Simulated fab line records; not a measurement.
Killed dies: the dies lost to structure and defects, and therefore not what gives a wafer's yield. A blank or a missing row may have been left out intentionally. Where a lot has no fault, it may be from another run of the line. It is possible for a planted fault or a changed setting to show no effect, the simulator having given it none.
fab line records + flow nand_harc
record
- lots=11
- wafers=33
- last_day=34
route steps=1302 shown P_STI@100 P_GATE@139
lots that met no fault: taken from a fault-free run of the same line
start_h: start of the lot's first displayed wafer, in hours after the record's first day + wait_h: time in hours since the lot's previous step + " unchanged from the row above + L1.1+2: several wafers, shown together as one row + - value missing, or start not given + * or withheld: withheld + < > ~ a bound
route shown NAME@n: names a module that has steps shown in the file, with the first one's number in the route + usual: the fault-free wafers' mean and standard deviation + same: alike in all rows + chamber/n: place in a boat + sites: each site's reading + _std_site: the values' standard deviation + _edge_site: mean of outer sites minus mean of inner sites + radius_mm: how far each site lies from the wafer's centre + mask NAME#n: copy n + behind: tool/chamber where the wafer was last shaped + hold: why the lot was held/for how many hours/how that ended + device: the transistor (n, p or np) that didn't switch + end of line: tests of these same wafers at the route's end + a step without rows: its recipe alone + killed: dies that structure and defects cost at the first sort, which is not the same as the wafer's yield + map: the dies of a wafer, with x for killed, . for not killed, _ for no die there
set.NAME: the setting as run; set.NAME@STEP: as run at that earlier step + model.NAME: the simulator's own value behind a step, which no gauge read
steps of the route over a sample of lots; a table a step, a row a wafer
services: a tool's chamber out of use, with start hour (start_h, from the record's first day; less than 0 if before it), hours out, and reason
## steps
# step NHARC_P_STI_CMP_21
# recipe
- t_overpolish_s=20
- target_thk_nm=380.67
# usual
- motor_current_A=11.4/1
- overpolish_run_s=20.000/0.01
- slurry_filter_dp_kPa=13.51/0.15
| lot.wafer | tool   | chamber | start_h | wait_h | motor_current_A | overpolish_run_s | slurry_filter_dp_kPa |
|-----------|--------|---------|---------|--------|-----------------|------------------|----------------------|
| L102.3    | cmp-03 | 2       | 122.14  | 0.4    | 12.3            | 20.004           | 13.49                |
| L102.5    | "      | 0       | "       | "      | 9.5             | 20.020           | 13.71                |
| L102.6    | "      | 1       | "       | "      | 12.5            | 20.018           | 13.28                |
| L104.1    | cmp-01 | 3       | 144.98  | 0.4    | 11.9            | 19.998           | 13.49                |
| L104.4    | "      | 0       | "       | "      | 10.7            | 19.986           | 13.40                |
| L104.6    | "      | 2       | "       | "      | 10.6            | 20.009           | 13.70                |
| L105.1    | cmp-01 | 1       | 153.32  | 0.4    | 11.8            | 20.001           | 13.73                |
| L105.6    | "      | 1       | "       | "      | 11.7            | 20.009           | 13.58                |
| L105.5    | "      | 2       | "       | "      | 11.4            | 19.989           | 13.61                |
| L112.4    | cmp-03 | 1       | 223.36  | 0.4    | 12.3            | 19.976           | 13.64                |
| L112.1    | "      | 3       | "       | "      | 10.4            | 20.013           | 13.46                |
| L112.5    | "      | 1       | "       | "      | 12.1            | 19.999           | 13.26                |
| L113.4    | cmp-03 | 2       | 239.58  | 0.4    | 11.4            | 20.023           | 13.40                |
| L113.1    | "      | 3       | "       | "      | 10.1            | 19.974           | 13.74                |
| L113.5    | "      | 1       | "       | "      | 11.9            | 20.006           | 13.64                |
| L114.2    | cmp-04 | 3       | 246.66  | 0.4    | 12.0            | 19.985           | 13.49                |
| L114.1    | "      | 1       | "       | "      | 11.1            | 19.996           | 13.53                |
| L114.6    | "      | 3       | "       | "      | 11.7            | 20.010           | 13.63                |
| L115.2    | cmp-04 | 1       | 252.18  | 0.4    | 11.3            | 19.982           | 13.41                |
| L115.3    | "      | 0       | "       | "      | 14.1            | 20.009           | 13.81                |
| L115.6    | "      | 2       | "       | "      | 11.4            | 20.006           | 13.60                |
| L116.4    | cmp-03 | 1       | 266.43  | 0.4    | 12.1            | 19.996           | 13.53                |
| L116.6    | "      | 0       | "       | "      | 10.7            | 19.982           | 13.48                |
| L116.5    | "      | 1       | "       | "      | 12.7            | 19.997           | 13.40                |
| L117.3    | cmp-03 | 1       | 272.70  | 0.4    | 12.3            | 19.989           | 13.31                |
| L117.2    | "      | 0       | "       | "      | 10.3            | 20.002           | 13.48                |
| L117.6    | "      | 2       | "       | "      | 12.5            | 19.997           | 13.47                |
| L118.4    | cmp-03 | 0       | 283.89  | 0.4    | 9.7             | 19.990           | 13.45                |
| L118.3    | "      | 1       | "       | "      | 12.0            | 19.992           | 13.54                |
| L118.5    | "      | 3       | "       | "      | 9.5             | 20.012           | 13.38                |
| L119.4    | cmp-03 | 2       | 296.02  | 0.4    | 11.7            | 19.982           | 13.55                |
| L119.3    | "      | 0       | "       | "      | 10.0            | 19.999           | 13.67                |
| L119.6    | "      | 1       | "       | "      | 12.4            | 20.014           | 13.47                |
# step NHARC_P_GATE_PEB_24
# recipe
- peb_temp_c=100
- peb_time_s=65
# usual
- exhaust_pa=45.3/0.79
| lot.wafer | tool           | chamber | start_h | wait_h | exhaust_pa |
|-----------|----------------|---------|---------|--------|------------|
| L102.3    | litho_track-06 | 0       | 154.31  | 0.0    | 44.6       |
| L102.5    | "              | 0       | "       | "      | 44.9       |
| L102.6    | "              | 0       | "       | "      | 45.2       |
| L104.1    | litho_track-06 | 0       | 176.74  | 0.1    | 44.3       |
| L104.4    | "              | 0       | "       | "      | 43.8       |
| L104.6    | "              | 0       | "       | "      | 43.3       |
| L105.1    | litho_track-06 | 0       | 186.08  | 0.1    | 44.0       |
| L105.5    | "              | 0       | "       | "      | 46.3       |
| L105.6    | "              | 0       | "       | "      | 45.1       |
| L112.1    | litho_track-06 | 0       | 260.80  | 0.1    | 46.5       |
| L112.4    | "              | 0       | "       | "      | 47.7       |
| L112.5    | "              | 0       | "       | "      | 46.4       |
| L113.1    | litho_track-06 | 0       | 273.42  | 0.1    | 47.3       |
| L113.4    | "              | 0       | "       | "      | 44.0       |
| L113.5    | "              | 0       | "       | "      | 45.5       |
| L114.1    | litho_track-06 | 0       | 277.90  | 0.1    | 44.3       |
| L114.2    | "              | 0       | "       | "      | 45.7       |
| L114.6    | "              | 0       | "       | "      | 45.4       |
| L115.2    | litho_track-06 | 0       | 282.38  | 0.1    | 44.7       |
| L115.3    | "              | 0       | "       | "      | 44.4       |
| L115.6    | "              | 0       | "       | "      | 45.1       |
| L116.4    | litho_track-06 | 0       | 304.97  | 0.0    | 46.0       |
| L116.5    | "              | 0       | "       | "      | 45.8       |
| L116.6    | "              | 0       | "       | "      | 45.5       |
| L117.2    | litho_track-01 | 0       | 309.71  | 0.1    | 46.0       |
| L117.3    | "              | 0       | "       | "      | 44.5       |
| L117.6    | "              | 0       | "       | "      | 45.7       |
| L118.3    | litho_track-04 | 0       | 319.54  | 0.0    | 46.0       |
| L118.4    | "              | 0       | "       | "      | 45.8       |
| L118.5    | "              | 0       | "       | "      | 44.6       |
| L119.3    | litho_track-04 | 0       | 333.32  | 0.0    | 43.9       |
| L119.4    | "              | 0       | "       | "      | 44.3       |
| L119.6    | "              | 0       | "       | "      | 44.7       |
# step NHARC_P_GATE_CD_MEAS_26
# recipe
- target_cd_nm=120
- landing_energy_ev=500
# usual
- cd_nm=119.9/0.56
| lot.wafer | tool      | chamber | start_h | wait_h | cd_nm |
|-----------|-----------|---------|---------|--------|-------|
| L102.3    | cd_sem-02 | 0       | 154.39  | -      | 119.4 |
| L102.5    | "         | 0       | "       | "      | 119.8 |
| L102.6    | "         | 0       | "       | "      | 119.3 |
| L104.1    | cd_sem-03 | 0       | 176.82  | -      | 119.1 |
| L104.4    | "         | 0       | "       | "      | 117.8 |
| L104.6    | "         | 0       | "       | "      | 119.3 |
| L105.1    | cd_sem-01 | 0       | 186.16  | -      | 119.9 |
| L105.5    | "         | 0       | "       | "      | 117.9 |
| L105.6    | "         | 0       | "       | "      | 120.2 |
| L112.1    | cd_sem-02 | 0       | 260.88  | -      | 119.2 |
| L112.4    | "         | 0       | "       | "      | 119.7 |
| L112.5    | "         | 0       | "       | "      | 119.4 |
| L113.1    | cd_sem-01 | 0       | 273.50  | -      | 120.0 |
| L113.4    | "         | 0       | "       | "      | 120.6 |
| L113.5    | "         | 0       | "       | "      | 120.5 |
| L114.1    | cd_sem-03 | 0       | 277.98  | -      | 119.2 |
| L114.2    | "         | 0       | "       | "      | 119.9 |
| L114.6    | "         | 0       | "       | "      | 119.8 |
| L115.2    | cd_sem-01 | 0       | 282.46  | -      | 119.8 |
| L115.3    | "         | 0       | "       | "      | 119.1 |
| L115.6    | "         | 0       | "       | "      | 119.9 |
| L116.4    | cd_sem-01 | 0       | 305.06  | -      | 119.1 |
| L116.5    | "         | 0       | "       | "      | 120.4 |
| L116.6    | "         | 0       | "       | "      | 119.8 |
| L117.2    | cd_sem-02 | 0       | 309.80  | -      | 120.2 |
| L117.3    | "         | 0       | "       | "      | 120.5 |
| L117.6    | "         | 0       | "       | "      | 120.1 |
| L118.3    | cd_sem-01 | 0       | 319.62  | -      | 119.4 |
| L118.4    | "         | 0       | "       | "      | 120.5 |
| L118.5    | "         | 0       | "       | "      | 119.5 |
| L119.3    | cd_sem-03 | 0       | 333.41  | -      | 119.6 |
| L119.4    | "         | 0       | "       | "      | 119.2 |
| L119.6    | "         | 0       | "       | "      | 120.1 |
# step NHARC_P_GATE_ETCH_104
# recipe
- target_depth_a=600
- time_s=withheld
- cf4_flow_sccm=100
- chf3_flow_sccm=30
- ar_flow_sccm=0
- rf_w=500
- bias_w=200
- chemistry=CF4/CHF3
# usual
- drypump_motor_current_A=5.6/0.48
- oes_product_au=0.949/0.022
- rf_vpp_V=371.2/2.1
- showerhead_plenum_p_Torr=1.59/0.06
- throttle_valve_pct=16.802/0.0089
| lot.wafer | tool        | chamber | start_h | wait_h | drypump_motor_current_A | oes_product_au | rf_vpp_V | showerhead_plenum_p_Torr | throttle_valve_pct |
|-----------|-------------|---------|---------|--------|-------------------------|----------------|----------|--------------------------|--------------------|
| L102.3    | rie_diel-02 | 1       | 154.68  | 0.1    | 5.3                     | 0.915          | 368.9    | 1.53                     | 16.796             |
| L102.6    | "           | 2       | "       | "      | 5.9                     | 0.906          | 370.9    | 1.58                     | 16.806             |
| L102.5    | "           | 0       | "       | "      | 4.9                     | 0.915          | 371.8    | 1.63                     | 16.809             |
| L104.4    | rie_diel-01 | 3       | 177.10  | 0.1    | 6.1                     | 0.972          | 373.7    | 1.67                     | 16.807             |
| L104.1    | "           | 1       | "       | "      | 6.0                     | 0.965          | 372.5    | 1.63                     | 16.799             |
| L104.6    | "           | 3       | "       | "      | 6.0                     | 0.965          | 374.6    | 1.67                     | 16.796             |
| L105.1    | rie_diel-02 | 2       | 186.45  | 0.1    | 5.9                     | 0.957          | 370.9    | 1.58                     | 16.795             |
| L105.6    | "           | 0       | "       | "      | 4.9                     | 0.963          | 372.0    | 1.62                     | 16.810             |
| L105.5    | "           | 1       | "       | "      | 5.3                     | 0.957          | 368.7    | 1.53                     | 16.788             |
| L112.4    | rie_diel-05 | 2       | 261.16  | 0.1    | 5.0                     | 0.902          | 373.3    | 1.67                     | 16.803             |
| L112.1    | "           | 3       | "       | "      | 6.1                     | 0.944          | 370.1    | 1.56                     | 16.816             |
| L112.5    | "           | 2       | "       | "      | 5.0                     | 0.918          | 374.1    | 1.67                     | 16.805             |
| L113.1    | rie_diel-01 | 2       | 273.79  | 0.1    | 5.4                     | 0.968          | 367.6    | 1.49                     | 16.792             |
| L113.5    | "           | 2       | "       | "      | 5.4                     | 0.964          | 367.8    | 1.49                     | 16.795             |
| L113.4    | "           | 1       | "       | "      | 6.1                     | 0.969          | 371.8    | 1.63                     | 16.799             |
| L114.1    | rie_diel-05 | 3       | 278.25  | 0.1    | 6.1                     | 0.996          | 370.0    | 1.56                     | 16.795             |
| L114.2    | "           | 0       | "       | "      | 5.1                     | 0.974          | 371.8    | 1.62                     | 16.808             |
| L114.6    | "           | 0       | "       | "      | 5.0                     | 0.967          | 373.2    | 1.62                     | 16.797             |
| L115.3    | rie_diel-01 | 0       | 282.75  | 0.1    | 6.3                     | 0.943          | 372.8    | 1.63                     | 16.810             |
| L115.2    | "           | 1       | "       | "      | 6.1                     | 0.929          | 371.0    | 1.63                     | 16.812             |
| L115.6    | "           | 3       | "       | "      | 6.1                     | 0.925          | 374.5    | 1.67                     | 16.810             |
| L116.4    | rie_diel-01 | 0       | 305.33  | 0.1    | 6.3                     | 0.986          | 371.4    | 1.63                     | 16.808             |
| L116.5    | "           | 1       | "       | "      | 6.1                     | 0.973          | 372.9    | 1.63                     | 16.790             |
| L116.6    | "           | 2       | "       | "      | 5.4                     | 0.969          | 368.1    | 1.49                     | 16.812             |
| L117.3    | rie_diel-01 | 0       | 310.07  | 0.1    | 6.3                     | 0.922          | 372.2    | 1.63                     | 16.808             |
| L117.2    | "           | 1       | "       | "      | 6.1                     | 0.915          | 371.0    | 1.63                     | 16.790             |
| L117.6    | "           | 3       | "       | "      | 6.0                     | 0.921          | 372.7    | 1.67                     | 16.799             |
| L118.3    | rie_diel-05 | 3       | 319.91  | 0.1    | 6.1                     | 0.976          | 369.3    | 1.56                     | 16.800             |
| L118.4    | "           | 1       | "       | "      | 5.8                     | 0.948          | 368.3    | 1.50                     | 16.792             |
| L118.5    | "           | 2       | "       | "      | 5.0                     | 0.931          | 373.6    | 1.66                     | 16.806             |
| L119.3    | rie_diel-05 | 2       | 333.68  | 0.1    | 5.0                     | 0.912          | 373.2    | 1.66                     | 16.816             |
| L119.4    | "           | 3       | "       | "      | 6.1                     | 0.940          | 370.9    | 1.56                     | 16.796             |
| L119.6    | "           | 1       | "       | "      | 5.8                     | 0.932          | 367.6    | 1.50                     | 16.795             |
# step NHARC_P_GATE_HM_OPEN_105
# recipe
- target_depth_a=3600
- o2_flow_sccm=400
- cos_flow_sccm=20
- ar_flow_sccm=0
- rf_w=500
- bias_w=300
- chemistry=O2/COS
# usual
- cos_flow_sccm=20.01/0.053
- drypump_motor_current_A=5.6/0.49
- oes_product_au=0.999/0.011
- rf_vpp_V=468.1/2.6
- showerhead_plenum_p_Torr=3.16/0.12
- throttle_valve_pct=28.329/0.0087
| lot.wafer | tool        | chamber | start_h | wait_h | cos_flow_sccm | drypump_motor_current_A | oes_product_au | rf_hours_counter_h | rf_vpp_V | showerhead_plenum_p_Torr | throttle_valve_pct |
|-----------|-------------|---------|---------|--------|---------------|-------------------------|----------------|--------------------|----------|--------------------------|--------------------|
| L102.3    | rie_diel-02 | 2       | -       | -      | 19.99         | 5.9                     | 0.991          | 7.6                | 467.6    | 3.14                     | 28.334             |
| L102.6    | "           | 2       | "       | "      | 20.02         | 5.9                     | 0.999          | -                  | 467.0    | 3.14                     | 28.344             |
| L102.5    | "           | 0       | "       | "      | 20.02         | 4.9                     | 1.001          | -                  | 469.4    | 3.23                     | 28.339             |
| L104.4    | rie_diel-01 | 2       | -       | -      | 19.87         | 5.4                     | 1.016          | 4.4                | 462.2    | 2.95                     | 28.320             |
| L104.1    | "           | 3       | "       | "      | 19.88         | 6.1                     | 0.985          | 7.0                | 471.1    | 3.31                     | 28.328             |
| L104.6    | "           | 3       | "       | "      | 19.90         | 6.1                     | 0.978          | -                  | 473.3    | 3.31                     | 28.335             |
| L105.1    | rie_diel-02 | 0       | -       | -      | 19.97         | 4.9                     | 1.009          | 9.6                | 468.8    | 3.22                     | 28.311             |
| L105.5    | "           | 2       | "       | "      | 20.06         | 5.9                     | 0.984          | -                  | 467.4    | 3.14                     | 28.337             |
| L105.6    | "           | 0       | "       | "      | 19.91         | 4.9                     | 1.006          | -                  | 470.9    | 3.22                     | 28.335             |
| L112.4    | rie_diel-05 | 2       | -       | -      | 20.06         | 5.0                     | 0.975          | 1.7                | 471.0    | 3.30                     | 28.327             |
| L112.1    | "           | 3       | "       | "      | 20.10         | 6.0                     | 1.026          | 1.6                | 467.9    | 3.10                     | 28.339             |
| L112.5    | "           | 2       | "       | "      | 20.07         | 5.0                     | 0.988          | -                  | 471.1    | 3.30                     | 28.328             |
| L113.1    | rie_diel-01 | 1       | -       | -      | 20.02         | 6.1                     | 1.005          | 3.9                | 469.7    | 3.24                     | 28.325             |
| L113.4    | "           | 2       | "       | "      | 20.10         | 5.4                     | 1.007          | -                  | 464.3    | 2.95                     | 28.321             |
| L113.5    | "           | 0       | "       | "      | 19.94         | 6.3                     | 1.005          | -                  | 470.8    | 3.24                     | 28.340             |
| L114.1    | rie_diel-05 | 0       | -       | -      | 20.04         | 5.1                     | 0.995          | 2.8                | 470.1    | 3.21                     | 28.325             |
| L114.2    | "           | 1       | "       | "      | 20.02         | 5.8                     | 1.008          | 2.9                | 464.6    | 2.97                     | 28.323             |
| L114.6    | "           | 0       | "       | "      | 19.99         | 5.1                     | 0.994          | -                  | 467.8    | 3.21                     | 28.330             |
| L115.2    | rie_diel-01 | 3       | -       | -      | 19.92         | 6.1                     | 0.997          | 6.1                | 470.5    | 3.31                     | 28.329             |
| L115.3    | "           | 0       | "       | "      | 19.96         | 6.3                     | 1.002          | 6.1                | 470.3    | 3.24                     | 28.333             |
| L115.6    | "           | 1       | "       | "      | 20.01         | 6.1                     | 1.007          | -                  | 468.7    | 3.24                     | 28.329             |
| L116.4    | rie_diel-01 | 1       | -       | -      | 19.97         | 6.1                     | 0.995          | 5.4                | 470.2    | 3.24                     | 28.330             |
| L116.5    | "           | 1       | "       | "      | 20.02         | 6.1                     | 0.991          | -                  | 470.0    | 3.24                     | 28.327             |
| L116.6    | "           | 2       | "       | "      | 20.01         | 5.4                     | 1.007          | -                  | 463.1    | 2.95                     | 28.336             |
| L117.2    | rie_diel-01 | 0       | -       | -      | 20.02         | 6.3                     | 0.996          | 7.5                | 470.9    | 3.24                     | 28.339             |
| L117.3    | "           | 3       | "       | "      | 20.15         | 6.0                     | 0.987          | 7.9                | 469.6    | 3.31                     | 28.317             |
| L117.6    | "           | 1       | "       | "      | 20.04         | 6.1                     | 1.002          | -                  | 469.9    | 3.24                     | 28.330             |
| L118.3    | rie_diel-05 | 2       | -       | -      | 20.03         | 5.0                     | 0.986          | 4.6                | 471.7    | 3.30                     | 28.327             |
| L118.5    | "           | 1       | "       | "      | 19.93         | 5.8                     | 1.002          | -                  | 464.1    | 2.97                     | 28.330             |
| L118.4    | "           | 2       | "       | "      | 19.92         | 5.0                     | 0.976          | -                  | 471.1    | 3.30                     | 28.341             |
| L119.3    | rie_diel-05 | 2       | -       | -      | 19.98         | 5.0                     | 0.987          | 5.5                | 471.8    | 3.30                     | 28.325             |
| L119.4    | "           | 3       | "       | "      | 19.94         | 6.1                     | 1.025          | 5.7                | 467.6    | 3.10                     | 28.321             |
| L119.6    | "           | 0       | "       | "      | 20.16         | 5.1                     | 0.997          | -                  | 469.1    | 3.21                     | 28.330             |
## services
| tool           | chamber | start_h | hours | kind   |
|----------------|---------|---------|-------|--------|
| rie_diel-02    | 1       | 108.52  | 3.1   | repair |
| rie_diel-02    | 3       | 108.61  | 132.0 | repair |
| cmp-04         | -       | 111.00  | 4.0   | pm     |
| rie_diel-05    | 1       | 127.70  | 9.0   | repair |
| cmp-03         | -       | 142.79  | 1.1   | repair |
| cmp-03         | -       | 148.42  | 1.3   | repair |
| rie_diel-05    | 2       | 150.77  | 6.3   | repair |
| cmp-03         | -       | 155.87  | 0.5   | repair |
| cmp-03         | -       | 162.00  | 4.0   | pm     |
| rie_diel-05    | 2       | 175.66  | 4.2   | repair |
| litho_track-06 | -       | 179.00  | 7.0   | pm     |
| rie_diel-01    | -       | 203.88  | 9.0   | pm     |
| rie_diel-02    | -       | 216.70  | 9.0   | pm     |
| rie_diel-05    | -       | 217.84  | 0.8   | repair |
| rie_diel-05    | -       | 229.60  | 9.0   | pm     |
| cmp-03         | -       | 232.88  | 0.3   | repair |
| cmp-03         | -       | 235.72  | 1.1   | repair |
| rie_diel-02    | 0       | 251.31  | 2.9   | repair |
| cmp-03         | -       | 260.00  | 4.0   | pm     |
| rie_diel-01    | 3       | 269.51  | 12.3  | repair |
| rie_diel-02    | 1       | 274.13  | 2.5   | repair |
| rie_diel-01    | 2       | 275.44  | 16.7  | repair |
| cmp-03         | -       | 303.36  | 1.0   | repair |
| rie_diel-05    | 0       | 316.02  | 13.5  | repair |
## key
first_sign
- step=NHARC_P_GATE_CD_MEAS_26
- reading=cd_nm
- direction=down
- sigmas=3.6
- usual=119.9
- struck=117.8
effect none on later readings
met_at NHARC_P_GATE_PEB_24
struck_lots L104,L105
struck_wafers L104.4,L105.5
tester_left_out L104,L105
not_acting_at NHARC_P_STI_CMP_21,NHARC_P_GATE_ETCH_104,NHARC_P_GATE_HM_OPEN_105
onset_between 154.31 176.74
fault
- kind=process_parameter_drift
- tool=litho_track-06
- chamber=-
- onset_h=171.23
- steps=NHARC_P_GATE_PEB_24
- channel=peb_time_s
- offset=*
- shape=step
- end_h=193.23
- scope=struck_wafers_only
- acts_in=*
- stated=*
# tester_left_out: of these lots the tester's yield and bins aren't shown, on N5 and GAA mostly nor the transistor test; their killed dies are dies lost to structure and defects alone, not to doping, threshold or leakage, so they don't give the yield
